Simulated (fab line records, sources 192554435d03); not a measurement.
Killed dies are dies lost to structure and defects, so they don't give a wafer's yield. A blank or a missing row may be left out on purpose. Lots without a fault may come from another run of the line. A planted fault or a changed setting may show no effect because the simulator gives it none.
Which tool did it? | flow n5_finfet | 19 lots, 57 wafers sampled, at 6 steps of a route of 1938

WHAT THE GAUGES READ, wafer by wafer
The record holds no reading of a measuring or inspecting step that can be judged against a usual standard deviation.

WHICH TOOL RAN EACH LOT (tool, then ch and the chambers of the sampled wafers, then the start)
lot  | N5_BEOL_M6_STRIP_19                | N5_BEOL_M6_ETCH_65                 | N5_BEOL_M6_VIA_ETCH_34             | N5_BEOL_M6_STRIP_36                | N5_BEOL_M6_DEP_56               | N5_BEOL_M7_ILD_DEP_00
L075 | rie_diel-04 ch 1,2, day 10 03:31   | rie_diel-04 ch 0,3, day 10 05:50   | rie_diel-04 ch 0,3, day 10 05:57   | rie_diel-04 ch 0,3, day 10 06:01   | pecvd-04 ch 0,2, day 10 08:59   | pecvd-04 ch 0,1, day 10 09:07
L077 | rie_diel-02 ch 2,3, day 10 13:59   | rie_diel-02 ch 1,2, day 10 15:14   | rie_diel-02 ch 1,2, day 10 15:22   | rie_diel-02 ch 1,2, day 10 15:25   | pecvd-04 ch 0,1, day 10 17:39   | pecvd-01 ch 0,1, day 10 17:47
L076 | rie_diel-05 ch 0,2,3, day 10 20:59 | rie_diel-02 ch 0,2,3, day 10 21:49 | rie_diel-02 ch 0,2,3, day 10 21:57 | rie_diel-02 ch 0,2,3, day 10 22:00 | pecvd-01 ch 0,2, day 11 00:52   | pecvd-01 ch 0,1,2, day 11 00:59
L079 | rie_diel-05 ch 0,3, day 10 23:31   | rie_diel-02 ch 1,2, day 11 02:12   | rie_diel-02 ch 1,2, day 11 02:19   | rie_diel-02 ch 1,2, day 11 02:23   | pecvd-04 ch 0,2, day 11 07:04   | pecvd-02 ch 0,1, day 11 07:12
L080 | rie_diel-05 ch 0,3, day 11 00:22   | rie_diel-05 ch 0,2,3, day 11 02:08 | rie_diel-05 ch 0,2,3, day 11 02:16 | rie_diel-05 ch 0,2,3, day 11 02:19 | pecvd-03 ch 0,1,2, day 11 05:14 | pecvd-01 ch 0,1,2, day 11 05:22
L081 | rie_diel-02 ch 0,1,2, day 11 12:59 | rie_diel-04 ch 0,1,3, day 11 13:39 | rie_diel-04 ch 0,1,3, day 11 13:46 | rie_diel-04 ch 0,1,3, day 11 13:50 | pecvd-01 ch 0,1,2, day 11 17:43 | pecvd-04 ch 0,1, day 11 17:50
L082 | rie_diel-05 ch 0,2,3, day 11 17:47 | rie_diel-04 ch 0,1,2, day 11 19:52 | rie_diel-04 ch 0,1,2, day 11 19:59 | rie_diel-04 ch 0,1,2, day 11 20:03 | pecvd-03 ch 0,1, day 12 00:44   | pecvd-04 ch 1,2, day 12 00:52
L085 | rie_diel-05 ch 1,2, day 12 07:53   | rie_diel-05 ch 0,3, day 12 09:02   | rie_diel-05 ch 0,3, day 12 09:10   | rie_diel-05 ch 0,3, day 12 09:13   | pecvd-03 ch 0,1,2, day 12 12:13 | pecvd-04 ch 0,1,2, day 12 12:21
L086 | rie_diel-04 ch 0,1,3, day 12 09:53 | rie_diel-05 ch 2,3, day 12 13:35   | rie_diel-05 ch 2,3, day 12 13:43   | rie_diel-05 ch 2,3, day 12 13:46   | pecvd-03 ch 0,1,2, day 12 17:23 | pecvd-02 ch 0,1, day 12 17:31
L084 | rie_diel-04 ch 0,1,2, day 12 10:19 | rie_diel-02 ch 0,2, day 12 13:54   | rie_diel-02 ch 0,2, day 12 14:02   | rie_diel-02 ch 0,2, day 12 14:05   | pecvd-04 ch 0,1,2, day 12 17:41 | pecvd-01 ch 0,2, day 12 17:49
L087 | rie_diel-02 ch 0,1,2, day 13 00:20 | rie_diel-05 ch 0,1,2, day 13 03:52 | rie_diel-05 ch 0,1,2, day 13 03:59 | rie_diel-05 ch 0,1,2, day 13 04:02 | pecvd-01 ch 0,1,2, day 13 06:56 | pecvd-01 ch 0,1,2, day 13 07:05
L088 | rie_diel-05 ch 1,3, day 13 08:58   | rie_diel-02 ch 0,1, day 13 10:56   | rie_diel-02 ch 0,1, day 13 11:04   | rie_diel-02 ch 0,1, day 13 11:07   | pecvd-03 ch 0,2, day 13 16:37   | pecvd-02 ch 0,2, day 13 16:44
L089 | rie_diel-02 ch 1,2, day 13 17:45   | rie_diel-04 ch 2,3, day 13 21:51   | rie_diel-04 ch 2,3, day 13 21:58   | rie_diel-04 ch 2,3, day 13 22:02   | pecvd-01 ch 0,2, day 14 03:40   | pecvd-04 ch 0,1, day 14 03:48
L090 | rie_diel-05 ch 2,3, day 13 23:27   | rie_diel-05 ch 2,3, day 14 00:08   | rie_diel-05 ch 2,3, day 14 00:16   | rie_diel-05 ch 2,3, day 14 00:19   | pecvd-03 ch 0,1, day 14 06:11   | pecvd-04 ch 0,2, day 14 06:19
L091 | rie_diel-02 ch 1,2, day 13 23:41   | rie_diel-05 ch 1,2, day 14 01:33   | rie_diel-05 ch 1,2, day 14 01:41   | rie_diel-05 ch 1,2, day 14 01:44   | pecvd-03 ch 0,1,2, day 14 06:45 | pecvd-04 ch 0,1, day 14 06:53
L093 | rie_diel-05 ch 1,2, day 14 03:21   | rie_diel-05 ch 1,2, day 14 04:29   | rie_diel-05 ch 1,2, day 14 04:37   | rie_diel-05 ch 1,2, day 14 04:40   | pecvd-03 ch 0,1,2, day 14 07:40 | pecvd-04 ch 0,2, day 14 07:47
L092 | rie_diel-02 ch 0,2, day 14 09:21   | rie_diel-05 ch 1,2, day 14 10:07   | rie_diel-05 ch 1,2, day 14 10:14   | rie_diel-05 ch 1,2, day 14 10:17   | pecvd-03 ch 0,1, day 14 12:55   | pecvd-01 ch 0,2, day 14 13:03
L095 | rie_diel-05 ch 1,3, day 15 14:33   | rie_diel-04 ch 0,2,3, day 15 18:38 | rie_diel-04 ch 0,2,3, day 15 18:46 | rie_diel-04 ch 0,2,3, day 15 18:49 | pecvd-03 ch 0,1, day 15 20:59   | pecvd-04 ch 0,1, day 15 21:07
L097 | rie_diel-05 ch 2,3, day 15 15:28   | rie_diel-02 ch 1,2,3, day 15 20:50 | rie_diel-02 ch 1,2,3, day 15 20:58 | rie_diel-02 ch 1,2,3, day 15 21:02 | pecvd-03 ch 0,1, day 16 00:24   | pecvd-04 ch 0,1, day 16 00:32
- N5_BEOL_M6_STRIP_19: strips in O2.
- N5_BEOL_M6_ETCH_65: etches SiARC in CF4, target depth 15.6 nm, time 26 s.
- N5_BEOL_M6_VIA_ETCH_34: etches SiCOH lowk in C4F6/O2, target depth 126.3 nm, time 50.9 s.
- N5_BEOL_M6_STRIP_36: strips in N2/H2.
- N5_BEOL_M6_DEP_56: deposits SiCN from 3MS/NH3, target thk 10 nm, time 17.5 s.
- N5_BEOL_M7_ILD_DEP_00: deposits SiCOH lowk from DEMS/porogen, target thk 179.75 nm, time 33.4 s.

WHAT THE TOOLS THEMSELVES READ (means of the sampled wafers that have a number; where no wafer has one, the mark that the record gives instead)
N5_BEOL_M6_STRIP_19.
lot  | tool        | drypump_motor_current_A (A) | oes_product_au (a.u.) | rf_vpp_V (V) | showerhead_plenum_p_Torr (Torr) | throttle_valve_pct (%)
L075 | rie_diel-04 | 5.5                         | 0.71                  | 3.6          | 2.12                            | 16.98
L077 | rie_diel-02 | 5.4                         | 0.74                  | 3.4          | 2.11                            | 16.68
L076 | rie_diel-05 | 5.7                         | 0.70                  | 3.5          | 2.11                            | 16.88
L079 | rie_diel-05 | 5.9                         | 0.71                  | 3.5          | 2.07                            | 16.89
L080 | rie_diel-05 | 5.8                         | 0.69                  | 3.9          | 2.08                            | 17.03
L081 | rie_diel-02 | 6.0                         | 0.81                  | 3.8          | 2.21                            | 16.66
L082 | rie_diel-05 | 5.7                         | 0.70                  | 3.2          | 2.11                            | 16.89
L085 | rie_diel-05 | 6.2                         | 0.88                  | 3.7          | 2.21                            | 16.55
L086 | rie_diel-04 | 5.5                         | 0.71                  | 3.7          | 2.12                            | 16.94
L084 | rie_diel-04 | 5.6                         | 0.73                  | 3.5          | 2.06                            | 16.75
L087 | rie_diel-02 | 6.0                         | 0.79                  | 3.1          | 2.21                            | 16.66
L088 | rie_diel-05 | 6.4                         | 0.86                  | 3.7          | 2.17                            | 16.59
L089 | rie_diel-02 | 6.2                         | 0.75                  | 3.9          | 2.20                            | 16.82
L090 | rie_diel-05 | 5.9                         | 0.70                  | 3.4          | 2.10                            | 16.80
L091 | rie_diel-02 | 6.0                         | 0.71                  | 3.9          | 2.17                            | 16.90
L093 | rie_diel-05 | 5.8                         | 0.78                  | 3.3          | 2.19                            | 16.66
L092 | rie_diel-02 | 6.2                         | 0.81                  | 4.0          | 2.22                            | 16.59
L095 | rie_diel-05 | 6.4                         | 0.83                  | 3.6          | 2.16                            | 16.61
L097 | rie_diel-05 | 5.9                         | 0.80                  | 3.7          | 2.10                            | 16.64

N5_BEOL_M6_ETCH_65.
lot  | tool        | drypump_motor_current_A (A) | etch_rf_on_time_s (s) | mfc_ar_sccm (sccm) | oes_product_au (a.u.) | rf_fwd_power_W (W) | rf_vpp_V (V) | showerhead_plenum_p_Torr (Torr) | throttle_valve_pct (%)
L075 | rie_diel-04 | 5.7                         | 26.7                  | 100.2              | 0.61                  | 536.7              | 184.1        | 2.16                            | 15.82
L077 | rie_diel-02 | 6.0                         | 26.6                  | 99.6               | 0.63                  | 532.3              | 184.9        | 2.21                            | 15.73
L076 | rie_diel-02 | 5.7                         | 25.4                  | 99.9               | 0.71                  | 533.4              | 185.6        | 2.22                            | 15.48
L079 | rie_diel-02 | 6.2                         | 26.0                  | 100.0              | 0.66                  | 530.8              | 185.0        | 2.24                            | 15.65
L080 | rie_diel-05 | 5.7                         | 26.4                  | 99.7               | 0.60                  | 534.4              | 183.3        | 2.15                            | 15.79
L081 | rie_diel-04 | 5.5                         | 26.7                  | 99.9               | 0.61                  | 532.7              | 183.1        | 2.16                            | 15.85
L082 | rie_diel-04 | 5.6                         | 26.9                  | 100.0              | 0.61                  | 533.0              | 183.5        | 2.11                            | 15.68
L085 | rie_diel-05 | 5.9                         | 26.6                  | 100.0              | 0.60                  | 535.1              | 183.8        | 2.12                            | 15.90
L086 | rie_diel-05 | 5.9                         | 26.2                  | 100.2              | 0.61                  | 532.0              | 183.8        | 2.15                            | 15.73
L084 | rie_diel-02 | 6.0                         | 25.8                  | 100.3              | 0.75                  | 533.1              | 185.1        | 2.26                            | 15.32
L087 | rie_diel-05 | 5.8                         | 26.7                  | 100.0              | 0.64                  | 534.5              | 185.1        | 2.19                            | 15.69
L088 | rie_diel-02 | 5.8                         | 27.1                  | 99.6               | 0.63                  | 530.4              | 185.3        | 2.21                            | 15.67
L089 | rie_diel-04 | 5.8                         | 26.0                  | 99.8               | 0.74                  | 535.4              | 184.3        | 2.13                            | 15.63
L090 | rie_diel-05 | 5.9                         | 26.3                  | 99.8               | 0.60                  | 532.5              | 184.0        | 2.14                            | 15.76
L091 | rie_diel-05 | 5.8                         | 25.8                  | 99.5               | 0.66                  | 530.3              | 185.3        | 2.22                            | 15.54
L093 | rie_diel-05 | 5.8                         | 26.0                  | 99.8               | 0.66                  | 533.6              | 184.7        | 2.22                            | 15.55
L092 | rie_diel-05 | 5.8                         | 26.3                  | 99.8               | 0.65                  | 531.7              | 185.0        | 2.22                            | 15.55
L095 | rie_diel-04 | 5.8                         | 25.9                  | 100.1              | 0.67                  | 533.1              | 183.8        | 2.09                            | 15.58
L097 | rie_diel-02 | 5.7                         | 25.7                  | 99.8               | 0.75                  | 533.1              | 184.6        | 2.17                            | 15.44

N5_BEOL_M6_VIA_ETCH_34.
lot  | tool        | drypump_motor_current_A (A) | mfc_ar_sccm (sccm) | oes_product_au (a.u.) | rf_fwd_power_W (W) | rf_vpp_V (V) | showerhead_plenum_p_Torr (Torr) | throttle_valve_pct (%)
L075 | rie_diel-04 | 5.7                         | 300.8              | 0.71                  | 343.7              | 660          | 2.87                            | 21.03
L077 | rie_diel-02 | 6.0                         | 300.6              | 0.74                  | 340.9              | 670          | 2.95                            | 21.00
L076 | rie_diel-02 | 5.7                         | 300.0              | 0.82                  | 343.1              | 682          | 2.94                            | 20.75
L079 | rie_diel-02 | 6.2                         | 299.8              | 0.77                  | 341.0              | 676          | 2.97                            | 20.93
L080 | rie_diel-05 | 5.8                         | 299.3              | 0.70                  | 341.6              | 674          | 2.85                            | 21.01
L081 | rie_diel-04 | 5.5                         | 300.0              | 0.71                  | 341.8              | 661          | 2.87                            | 21.06
L082 | rie_diel-04 | 5.6                         | 299.6              | 0.72                  | 342.5              | 657          | 2.80                            | 20.93
L085 | rie_diel-05 | 5.9                         | 299.8              | 0.70                  | 342.5              | 674          | 2.82                            | 21.13
L086 | rie_diel-05 | 5.9                         | 300.2              | 0.71                  | 342.7              | 668          | 2.85                            | 20.93
L084 | rie_diel-02 | 6.0                         | 299.9              | 0.88                  | 341.4              | 680          | 3.02                            | 20.67
L087 | rie_diel-05 | 5.9                         | 300.6              | 0.77                  | 341.9              | 678          | 2.91                            | 20.98
L088 | rie_diel-02 | 5.8                         | 299.5              | 0.75                  | 340.6              | 667          | 2.94                            | 20.90
L089 | rie_diel-04 | 5.8                         | 300.9              | 0.87                  | 342.1              | 663          | 2.84                            | 21.02
L090 | rie_diel-05 | 5.9                         | 300.5              | 0.70                  | 343.0              | 668          | 2.85                            | 20.94
L091 | rie_diel-05 | 5.8                         | 299.8              | 0.78                  | 341.3              | 673          | 2.94                            | 20.78
L093 | rie_diel-05 | 5.8                         | 300.0              | 0.77                  | 342.1              | 673          | 2.94                            | 20.79
L092 | rie_diel-05 | 5.8                         | 300.7              | 0.75                  | 342.2              | 673          | 2.94                            | 20.79
L095 | rie_diel-04 | 5.8                         | 300.3              | 0.78                  | 341.8              | 655          | 2.78                            | 20.86
L097 | rie_diel-02 | 5.7                         | 299.9              | 0.89                  | 341.5              | 676          | 2.88                            | 20.69

N5_BEOL_M6_STRIP_36.
lot  | tool        | drypump_motor_current_A (A) | oes_product_au (a.u.) | rf_vpp_V (V) | showerhead_plenum_p_Torr (Torr) | throttle_valve_pct (%)
L075 | rie_diel-04 | 5.7                         | 0.71                  | 61.1         | 2.56                            | 23.69
L077 | rie_diel-02 | 6.0                         | 0.73                  | 58.9         | 2.65                            | 23.80
L076 | rie_diel-02 | 5.7                         | 0.82                  | 58.4         | 2.63                            | 23.56
L079 | rie_diel-02 | 6.2                         | 0.77                  | 59.2         | 2.66                            | 23.73
L080 | rie_diel-05 | 5.7                         | 0.70                  | 58.1         | 2.55                            | 23.82
L081 | rie_diel-04 | 5.5                         | 0.72                  | 60.5         | 2.56                            | 23.71
L082 | rie_diel-04 | 5.7                         | 0.73                  | 58.9         | 2.49                            | 23.63
L085 | rie_diel-05 | 5.9                         | 0.70                  | 58.9         | 2.51                            | 23.77
L086 | rie_diel-05 | 5.9                         | 0.72                  | 59.6         | 2.55                            | 23.66
L084 | rie_diel-02 | 6.0                         | 0.88                  | 59.6         | 2.69                            | 23.42
L087 | rie_diel-05 | 5.9                         | 0.77                  | 59.5         | 2.61                            | 23.86
L088 | rie_diel-02 | 5.8                         | 0.76                  | 60.2         | 2.64                            | 23.72
L089 | rie_diel-04 | 5.8                         | 0.87                  | 58.1         | 2.55                            | 23.97
L090 | rie_diel-05 | 5.9                         | 0.70                  | 59.1         | 2.54                            | 23.67
L091 | rie_diel-05 | 5.9                         | 0.78                  | 60.6         | 2.64                            | 23.76
L093 | rie_diel-05 | 5.8                         | 0.77                  | 60.4         | 2.64                            | 23.78
L092 | rie_diel-05 | 5.8                         | 0.76                  | 60.1         | 2.64                            | 23.78
L095 | rie_diel-04 | 5.8                         | 0.79                  | 57.4         | 2.48                            | 23.68
L097 | rie_diel-02 | 5.7                         | 0.89                  | 58.3         | 2.59                            | 23.50

N5_BEOL_M6_DEP_56.
lot  | tool     | rf_fwd_power_W (W) | showerhead_plenum_p_Torr (Torr) | throttle_valve_pct (%)
L075 | pecvd-04 | 200.0              | 3.665                           | 8.9
L077 | pecvd-04 | 199.6              | 3.673                           | 9.1
L076 | pecvd-01 | 199.7              | 3.678                           | 8.7
L079 | pecvd-04 | 200.3              | 3.659                           | 8.8
L080 | pecvd-03 | 199.0              | 3.661                           | 9.1
L081 | pecvd-01 | 199.4              | 3.677                           | 9.1
L082 | pecvd-03 | 199.6              | 3.668                           | 9.3
L085 | pecvd-03 | 199.3              | 3.661                           | 9.0
L086 | pecvd-03 | 198.6              | 3.661                           | 9.0
L084 | pecvd-04 | 199.5              | 3.666                           | 9.2
L087 | pecvd-01 | 199.6              | 3.679                           | 9.1
L088 | pecvd-03 | 199.4              | 3.660                           | 9.0
L089 | pecvd-01 | 199.7              | 3.676                           | 9.0
L090 | pecvd-03 | 198.4              | 3.666                           | 9.2
L091 | pecvd-03 | 199.1              | 3.664                           | 9.0
L093 | pecvd-03 | 198.7              | 3.670                           | 9.1
L092 | pecvd-03 | 199.6              | 3.667                           | 9.2
L095 | pecvd-03 | 198.8              | 3.661                           | 9.4
L097 | pecvd-03 | 198.6              | 3.667                           | 9.1

N5_BEOL_M7_ILD_DEP_00.
lot  | tool     | heater_power_w (W) | rf_fwd_power_W (W) | showerhead_plenum_p_Torr (Torr) | throttle_valve_pct (%)
L075 | pecvd-04 | 260                | 492.6              | 5.754                           | 14.2
L077 | pecvd-01 | 383                | 496.1              | 5.754                           | 14.3
L076 | pecvd-01 | 365                | 498.0              | 5.746                           | 13.8
L079 | pecvd-02 | 313                | 495.7              | 5.718                           | 14.7
L080 | pecvd-01 | 356                | 495.8              | 5.752                           | 13.8
L081 | pecvd-04 | 238                | 494.2              | 5.743                           | 13.9
L082 | pecvd-04 | 258                | 492.6              | 5.759                           | 13.9
L085 | pecvd-04 | 263                | 493.1              | 5.742                           | 13.9
L086 | pecvd-02 | 303                | 494.7              | 5.736                           | 14.7
L084 | pecvd-01 | 394                | 496.4              | 5.757                           | 13.8
L087 | pecvd-01 | 330                | 494.9              | 5.753                           | 13.8
L088 | pecvd-02 | 304                | 496.6              | 5.717                           | 14.3
L089 | pecvd-04 | 264                | 493.6              | 5.751                           | 13.9
L090 | pecvd-04 | 267                | 494.9              | 5.729                           | 13.5
L091 | pecvd-04 | 252                | 493.6              | 5.757                           | 14.3
L093 | pecvd-04 | 252                | 493.3              | 5.723                           | 13.5
L092 | pecvd-01 | 363                | 494.3              | 5.754                           | 13.4
L095 | pecvd-04 | 250                | 494.6              | 5.744                           | 13.9
L097 | pecvd-04 | 262                | 494.3              | 5.732                           | 14.0

THE ANSWER, worked out from the rows above alone
Rule: what is usual is taken from the lots themselves. Put in order of their means at a reading, lots are off if they are a third of the lots or fewer, leave a main group of 4 or more, and stand apart from it by a gap of 3 or more times the standard deviation of the main group's means; of several such gaps the widest counts. A main group whose means are all the same, to the digits that the tables above print for the reading, isn't used. A lot without any number at a reading at which 4 lots or more have one is off too. The other lots that the step has rows for count as sound. The gauges are gone through in route order, then the tools' own readings, and for those a lot's mean is taken as printed above. The first step at which some lot is off is used, and at that step the reading that is off furthest; a lot without a number counts as furthest.
No lot is off at any reading shown: from this, nothing can be told.

WHAT THE SIMULATOR HAD PUT IN
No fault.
